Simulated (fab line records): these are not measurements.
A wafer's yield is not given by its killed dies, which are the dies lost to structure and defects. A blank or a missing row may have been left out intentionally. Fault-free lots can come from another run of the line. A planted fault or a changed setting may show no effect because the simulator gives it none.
Matching of chambers	flow n5-finfet	4 sister chambers for N5_FIN_SAQP_ETCH_65 on rie-si-02
The step etches SiO2 in CF4, target depth 4 nm, time 4.4 s. 4 wafers are shown with their chamber, then 10 later ones without.

## WAFERS PAIRED WITH THEIR CHAMBERS
wafer	chamber	drypump-motor-current-A (A)
L089.1	1	5.5
L089.4	3	5.3
L092.4	2	5.9
L092.5	0	5.3

## WAFERS WITH NO CHAMBER GIVEN
wafer	drypump-motor-current-A (A)
L092.6	5.5
L093.1	5.2
L093.4	5.5
L093.6	5.9
L094.1	5.6
L094.2	5.3
L094.3	5.9
L096.1	5.3
L096.3	5.9
L096.4	5.5

## EACH ONE'S CHAMBER
wafer	from the rows above	in truth
L092.6	1	1
L093.1	can't be placed: 0 or 3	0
L093.4	1	1
L093.6	2	2
L094.1	1	1
L094.2	can't be placed: 0 or 3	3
L094.3	2	2
L096.1	can't be placed: 0 or 3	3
L096.3	2	2
L096.4	1	1
7 of 10 placed correctly. From these rows, 3 cannot be placed; in 3 the true chamber is one of the candidates. Wrongly placed: 0.
How it was worked out, from the rows above alone: a wafer's distance from a chamber is the root of the sum, over the readings, of the square of ((its reading less the chamber's mean) divided by the reading's scatter). If the next closest chamber is less than 2 further off than the closest, the wafer can't be placed; otherwise it belongs to the closest. A chamber's mean is the mean of its shown wafers. The scatter (one wafer shown for each chamber): square how far every hidden wafer sits from the nearest shown wafer, average those squares and take the square root.
